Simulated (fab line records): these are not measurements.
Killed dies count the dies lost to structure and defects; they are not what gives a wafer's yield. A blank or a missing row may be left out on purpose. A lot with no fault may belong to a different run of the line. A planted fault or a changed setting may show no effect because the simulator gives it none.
fab line records	flow n5_finfet
record lots=10	wafers=30	last_day=18
route steps=1938 shown BEOL_M9@1437
lots that met no fault: taken from a fault-free run of the same line
start_h: hours from the record's opening day to when the first of the lot's shown wafers began	wait_h: time in hours since the lot's previous step	" as in the row above	L1.1+2: a single row standing in for several wafers	- either no value or no given start	* or withheld: withheld	< > ~ a bound
route shown NAME@n: NAME is a module with steps in the file, n the number in the route of the first one	usual: mean and standard deviation over wafers with no fault	same: alike in all rows	chamber/n: place in a boat	sites: per-site readings	_std_site: how widely they spread, as a standard deviation	_edge_site: mean of outer sites minus mean of inner sites	radius_mm: for every site, how far away it sits from the centre of the wafer	mask NAME#n: copy n	behind: the most recent tool/chamber to have shaped the wafer	hold: the reason the lot was held/the length of the hold in hours/how it ended	device: whichever transistor did not switch (one of n, p or np)	end of line: at the end of the route, the tests of the same wafers	a step without rows: its recipe alone	killed: not the wafer's yield, but the dies lost to structure and defects at the first sort	map: dies across one wafer; x = killed, . = not, _ = none there
set.NAME: the run value of the setting; set.NAME@STEP: its run value at that earlier step	model.NAME: the simulator's own value behind a step, which no gauge read
steps of the route over a sample of lots; a table a step, a row a wafer
services: a tool's chamber out of use, with start hour (start_h, from the record's first day; less than 0 if before it), hours out, and reason
## steps
# step N5_BEOL_M9_DESCUM_33
# recipe chemistry=O2	time_s=7	source_power_w=50	bias_power_w=20	pressure_mtorr=20	rf_frequency_hz=2.712e+07	temp_c=40	resist=CAR-EUV	o2_flow_sccm=225
# usual drypump_motor_current_A=6.0/0.41	oes_product_au=0.80/0.085	rf_vpp_V=242.6/1.4	showerhead_plenum_p_Torr=2.06/0.074	throttle_valve_pct=20.51/0.16
lot.wafer	tool	chamber	start_h	wait_h	drypump_motor_current_A	oes_product_au	rf_hours_counter_h	rf_vpp_V	showerhead_plenum_p_Torr	throttle_valve_pct
L572.3	rie_diel-02	1	217.45	0.1	5.9	0.79	110	241.4	2.03	20.44
L572.4	"	0	"	"	6.5	0.67	243	244.9	2.15	20.51
L572.6	"	1	"	"	5.9	0.80	-	241.5	2.03	20.44
L573.1	rie_diel-01	1	236.49	0.1	6.3	0.87	52	243.5	2.04	20.62
L573.2	"	0	"	"	5.9	0.76	151	241.6	2.10	20.56
L573.4	"	1	"	"	6.3	0.87	-	242.9	2.04	20.61
L577.3	rie_diel-02	2	251.41	0.0	6.7	0.69	238	243.2	1.97	20.62
L577.4	"	0	"	"	6.5	0.67	252	242.0	2.15	20.52
L577.5	"	1	"	"	5.9	0.78	-	242.5	2.03	20.46
L578.1	rie_diel-01	1	254.83	0.3	6.3	0.86	58	241.8	2.04	20.62
L578.3	"	0	"	"	5.9	0.76	156	243.7	2.10	20.56
L578.5	"	1	"	"	6.3	0.86	-	241.9	2.04	20.62
L584.2	rie_diel-01	0	295.57	0.0	5.9	0.74	172	242.8	2.09	20.58
L584.5	"	2	"	"	5.5	0.88	-	242.5	2.14	20.64
L584.6	"	1	"	"	6.3	0.83	-	241.8	2.03	20.64
L589.1	rie_diel-01	1	322.17	0.0	6.3	0.82	81	242.7	2.03	20.65
L589.2	"	3	"	"	6.0	0.70	221	242.3	2.06	20.51
L589.4	"	2	"	"	5.5	0.88	35	244.2	2.13	20.64
L590.3	rie_diel-03	2	337.85	0.0	5.9	0.96	7	243.6	2.06	20.47
L590.5	"	3	"	"	5.6	0.79	-	243.2	2.20	20.00
L590.6	"	2	"	"	5.9	0.95	-	243.0	2.06	20.49
L592.1	rie_diel-02	3	338.10	0.1	5.3	0.77	126	242.2	2.01	20.60
L592.3	"	2	"	"	6.7	0.93	9	245.5	2.23	20.25
L592.4	"	1	"	"	5.9	0.75	150	241.6	2.02	20.51
L593.2	rie_diel-03	1	338.29	0.0	6.2	0.74	177	239.6	1.91	20.44
L593.3	"	3	"	"	5.6	0.78	96	245.6	2.20	20.00
L593.4	"	2	"	"	5.9	0.96	7	241.3	2.06	20.49
L595.2	rie_diel-03	0	364.70	0.1	5.9	0.77	124	243.9	2.11	20.73
L595.4	"	3	"	"	5.6	0.78	104	245.3	2.20	20.01
L595.5	"	2	"	"	5.9	0.94	-	243.0	2.06	20.47
# step N5_BEOL_M9_ALD_74
# recipe material=TaN	target_thk_a=20	temp_c=275	ald_precursor_family=PDMAT	ald_co_reactant=NH3	pressure_torr=3	carrier_flow_sccm=1500	pulse_time_s=2	purge_time_s=3	co_reactant_purge_time_s=2	co_reactant_pulse_time_s=3	ald_cycles=40	precursor_vessel_temp_c=75	precursor_vessel_pressure_torr=26.25	precursor_vessel_carrier_sccm=1000
# usual ald_cycles=40/0	heater_power_outer_w=235/30	heater_power_w=423/45	susceptor_temp_C=274.99/0.18
lot.wafer	tool	chamber	start_h	wait_h	ald_cycles	heater_power_outer_w	heater_power_w	susceptor_temp_C
L572.3	ald_metal-04	0	218.77	0.3	40	203	374	275.12
L572.4	"	2	"	"	40	250	457	274.97
L572.6	"	0	"	"	40	205	383	274.79
L573.1	ald_metal-03	1	237.86	0.1	40	243	418	274.82
L573.2	"	3	"	"	40	250	406	275.11
L573.4	"	2	"	"	40	197	386	274.90
L577.3	ald_metal-04	1	252.59	0.0	61	283	518	275.27
L577.4	"	0	"	"	40	206	372	275.00
L577.5	"	3	"	"	40	172	313	275.17
L578.1	ald_metal-04	1	255.93	0.0	61	288	510	275.02
L578.3	"	0	"	"	40	207	373	275.17
L578.5	"	1	"	"	61	278	518	274.96
L584.2	ald_metal-03	3	297.06	0.2	40	243	405	274.76
L584.5	"	0	"	"	40	230	437	275.06
L584.6	"	1	"	"	40	237	418	275.07
L589.1	ald_metal-03	3	323.25	0.0	40	249	410	274.88
L589.2	"	0	"	"	40	230	441	275.08
L589.4	"	2	"	"	40	193	380	275.15
L590.3	ald_metal-03	1	339.13	0.0	40	238	427	275.13
L590.5	"	0	"	"	40	233	423	275.03
L590.6	"	1	"	"	40	237	425	275.06
L592.1	ald_metal-01	3	339.47	0.2	40	226	430	275.24
L592.3	"	0	"	"	40	284	508	275.21
L592.4	"	1	"	"	40	218	393	275.15
L593.2	ald_metal-03	3	339.65	0.3	40	244	388	275.08
L593.3	"	0	"	"	40	231	419	274.82
L593.4	"	1	"	"	40	235	428	275.30
L595.2	ald_metal-03	2	366.54	0.1	40	195	381	274.68
L595.4	"	0	"	"	40	230	424	274.80
L595.5	"	3	"	"	40	245	415	274.83
# step N5_BEOL_M9_SURFACE_TREAT_79
# recipe gas=Ar	time_s=*	ion_energy_ev=*	ion_current_ma_cm2=0.5	pressure_mtorr=*	ar_flow_sccm=30
# usual pressure_mtorr=*	throttle_valve_pct=*
lot.wafer	tool	chamber	start_h	wait_h	pressure_mtorr	throttle_valve_pct
L572.3	pvd_sputter-02	-	219.10	0.2	*	*
L572.4	"	-	"	"	*	*
L572.6	"	-	"	"	*	*
L573.1	pvd_sputter-02	-	238.22	0.2	*	*
L573.2	"	-	"	"	*	*
L573.4	"	-	"	"	*	*
L577.3	pvd_sputter-01	-	252.87	0.2	*	*
L577.4	"	-	"	"	*	*
L577.5	"	-	"	"	*	*
L578.1	pvd_sputter-03	-	256.35	0.3	*	*
L578.3	"	-	"	"	*	*
L578.5	"	-	"	"	*	*
L584.2	pvd_sputter-01	-	297.36	0.2	*	*
L584.5	"	-	"	"	*	*
L584.6	"	-	"	"	*	*
L589.1	pvd_sputter-03	-	323.54	0.2	*	*
L589.2	"	-	"	"	*	*
L589.4	"	-	"	"	*	*
L590.3	pvd_sputter-01	-	339.50	0.2	*	*
L590.5	"	-	"	"	*	*
L590.6	"	-	"	"	*	*
L592.1	pvd_sputter-03	-	339.98	0.4	*	*
L592.3	"	-	"	"	*	*
L592.4	"	-	"	"	*	*
L593.2	pvd_sputter-03	-	340.17	0.4	*	*
L593.3	"	-	"	"	*	*
L593.4	"	-	"	"	*	*
L595.2	pvd_sputter-03	-	367.05	0.4	*	*
L595.4	"	-	"	"	*	*
L595.5	"	-	"	"	*	*
# step N5_BEOL_M9_SPUTTER_48
# recipe material=Cu	target_thk_a=120	temp_c=-20	bias_v=60	power_w=26000	chamber_pressure_pa=0.13	time_s=2
# usual chamber_pressure_pa=0.12998/0.00025	chuck_sensor_temp_C=-16.1/0.35	susceptor_temp_C=-20.02/0.11	throttle_valve_pct=30.0/1.1
lot.wafer	tool	chamber	start_h	wait_h	chamber_pressure_pa	chuck_sensor_temp_C	susceptor_temp_C	throttle_valve_pct
L572.3	pvd_sputter-02	-	221.12	1.8	0.13045	-15.8	-19.84	31.3
L572.4	"	-	"	"	0.12996	-15.8	-19.89	28.8
L572.6	"	-	"	"	0.13003	-16.6	-20.03	28.0
L573.1	pvd_sputter-03	-	238.61	0.2	0.13031	-16.4	-20.17	29.3
L573.2	"	-	"	"	0.12993	-16.3	-20.00	31.0
L573.4	"	-	"	"	0.13011	-16.7	-20.12	29.8
L577.3	pvd_sputter-03	-	253.05	0.1	0.12999	-16.6	-20.25	30.1
L577.4	"	-	"	"	0.13007	-16.4	-20.10	30.2
L577.5	"	-	"	"	0.12993	-16.5	-20.21	30.1
L578.1	pvd_sputter-03	-	256.71	0.2	0.13026	-16.6	-19.83	30.3
L578.3	"	-	"	"	0.13002	-16.1	-20.01	29.0
L578.5	"	-	"	"	0.13028	-16.4	-19.84	31.3
L584.2	pvd_sputter-01	-	297.60	0.1	0.13008	-16.2	-19.96	29.4
L584.5	"	-	"	"	0.12966	-16.0	-20.04	29.9
L584.6	"	-	"	"	0.13003	-15.7	-20.24	29.3
L589.1	pvd_sputter-03	-	323.81	0.1	0.12998	-16.3	-19.87	30.3
L589.2	"	-	"	"	0.12993	-16.8	-20.20	30.4
L589.4	"	-	"	"	0.12989	-16.6	-19.94	31.0
L590.3	pvd_sputter-01	-	339.95	0.1	0.12976	-15.6	-20.13	30.4
L590.5	"	-	"	"	0.12955	-15.5	-20.11	30.3
L590.6	"	-	"	"	0.13033	-16.1	-19.76	29.4
L592.1	pvd_sputter-01	-	340.57	0.1	0.12971	-15.6	-20.05	30.3
L592.3	"	-	"	"	0.12986	-15.8	-19.94	29.3
L592.4	"	-	"	"	0.1302	-16.1	-19.97	29.9
L593.2	pvd_sputter-02	-	340.95	0.2	0.12998	-16.5	-19.96	32.8
L593.3	"	-	"	"	0.13048	-15.8	-20.12	28.5
L593.4	"	-	"	"	0.13018	-15.8	-20.22	31.0
L595.2	pvd_sputter-01	-	367.76	0.1	0.13019	-15.8	-20.09	29.2
L595.4	"	-	"	"	0.1302	-16.2	-19.91	29.1
L595.5	"	-	"	"	0.12981	-16.0	-20.21	30.1
## services
tool	chamber	start_h	hours	kind
ald_metal-01	-	211.38	8.7	pm
rie_diel-01	3	229.61	8.4	repair
ald_metal-03	1	249.96	19.5	repair
rie_diel-03	2	257.83	5.3	repair
rie_diel-02	0	263.58	-	clean
rie_diel-02	0	263.58	-	consumable_replace:focus_ring
rie_diel-02	0	263.58	23.1	scheduled_down
rie_diel-02	0	263.58	23.1	vent_cycle
pvd_sputter-02	-	281.56	1.6	repair
rie_diel-02	2	290.18	-	clean
rie_diel-02	2	290.18	-	consumable_replace:focus_ring
rie_diel-02	2	290.18	-	consumable_replace:showerhead
rie_diel-02	2	290.18	17.8	scheduled_down
rie_diel-02	2	290.18	17.8	vent_cycle
ald_metal-01	-	294.70	6.0	pm
rie_diel-03	2	297.32	-	clean
rie_diel-03	2	297.32	-	consumable_replace:focus_ring
rie_diel-03	2	297.32	15.2	scheduled_down
rie_diel-03	2	297.32	15.2	vent_cycle
rie_diel-03	3	305.87	4.8	repair
rie_diel-02	-	325.54	2.8	pm
ald_metal-04	-	337.25	14.0	pm
rie_diel-02	1	340.70	5.4	repair
rie_diel-03	2	357.57	5.0	repair
## key
first_sign step=N5_BEOL_M9_ALD_74	reading=ald_cycles	direction=up	sigmas=99+	usual=*	struck=*
effect none on later readings
met_at N5_BEOL_M9_ALD_74
struck_lots L577,L578
struck_wafers L577.3,L578.1,L578.5
not_acting_at N5_BEOL_M9_DESCUM_33,N5_BEOL_M9_SURFACE_TREAT_79,N5_BEOL_M9_SPUTTER_48
fault kind=process_parameter_drift	tool=ald_metal-04	chamber=1	onset_h=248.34	steps=N5_BEOL_M9_ALD_74	channel=ald_cycles	offset=*	shape=step	end_h=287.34	acts_in=*	stated=*
